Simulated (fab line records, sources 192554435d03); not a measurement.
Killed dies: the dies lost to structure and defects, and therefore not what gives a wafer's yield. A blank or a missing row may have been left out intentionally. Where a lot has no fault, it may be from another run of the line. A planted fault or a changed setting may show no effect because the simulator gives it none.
Matching of chambers :: flow n5-finfet :: N5_BEOL_M0_DEP_125 on pecvd-02 has 3 sister chambers
The step deposits SiCN from 3MS/NH3, target thk 8 nm, time 14 s. 6 wafers are shown with their chamber, then 12 later ones without.

WAFERS WITH THEIR CHAMBER
wafer: L089.2
chamber: 0
throttle-valve-pct (%): 10.0
showerhead-vpp-V (V): 943

wafer: L089.4
chamber: 1
throttle-valve-pct (%): 8.4
showerhead-vpp-V (V): 894

wafer: L089.5
chamber: 2
throttle-valve-pct (%): 8.9
showerhead-vpp-V (V): 916

wafer: L088.1
chamber: 2
throttle-valve-pct (%): 9.4
showerhead-vpp-V (V): 904

wafer: L088.2
chamber: 0
throttle-valve-pct (%): 10.0
showerhead-vpp-V (V): 932

wafer: L088.3
chamber: 1
throttle-valve-pct (%): 8.5
showerhead-vpp-V (V): 895

WAFERS MISSING THEIR CHAMBER
wafer: L090.2
throttle-valve-pct (%): 9.3
showerhead-vpp-V (V): 914

wafer: L090.3
throttle-valve-pct (%): 9.7
showerhead-vpp-V (V): 933

wafer: L090.6
throttle-valve-pct (%): 8.2
showerhead-vpp-V (V): 898

wafer: L092.2
throttle-valve-pct (%): 9.8
showerhead-vpp-V (V): 938

wafer: L092.3
throttle-valve-pct (%): 8.5
showerhead-vpp-V (V): 899

wafer: L092.4
throttle-valve-pct (%): 9.4
showerhead-vpp-V (V): 913

wafer: L094.1
throttle-valve-pct (%): 9.7
showerhead-vpp-V (V): 942

wafer: L094.5
throttle-valve-pct (%): 9.5
showerhead-vpp-V (V): 923

wafer: L094.6
throttle-valve-pct (%): 8.5
showerhead-vpp-V (V): 900

wafer: L097.2
throttle-valve-pct (%): 9.8
showerhead-vpp-V (V): 953

wafer: L097.4
throttle-valve-pct (%): 9.3
showerhead-vpp-V (V): 913

wafer: L097.5
throttle-valve-pct (%): 8.6
showerhead-vpp-V (V): 895

CHAMBER TAKEN BY EACH
wafer: L090.2
from the rows above: 2
in truth: 2

wafer: L090.3
from the rows above: 0
in truth: 0

wafer: L090.6
from the rows above: 1
in truth: 1

wafer: L092.2
from the rows above: 0
in truth: 0

wafer: L092.3
from the rows above: 1
in truth: 1

wafer: L092.4
from the rows above: 2
in truth: 2

wafer: L094.1
from the rows above: 0
in truth: 0

wafer: L094.5
from the rows above: can't be placed: 2 or 0
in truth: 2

wafer: L094.6
from the rows above: 1
in truth: 1

wafer: L097.2
from the rows above: 0
in truth: 0

wafer: L097.4
from the rows above: 2
in truth: 2

wafer: L097.5
from the rows above: 1
in truth: 1
Placed correctly: 11 of 12. Cannot be placed on the basis of these rows: 1; the candidates contain the true chamber in 1. Number placed wrongly: 0.
How it was worked out, from the rows above alone: a wafer's distance from a chamber is the root of the sum, over the readings, of the square of ((its reading less the chamber's mean) divided by the reading's scatter). The wafer belongs to the nearest chamber; if the next one is less than 2 further off, it can't be placed. Each chamber's mean is taken over the wafers shown for it. The scatter is the square root of a quotient: the sum, over the shown wafers, of each reading's squared deviation from its chamber's mean, divided by wafers minus chambers.
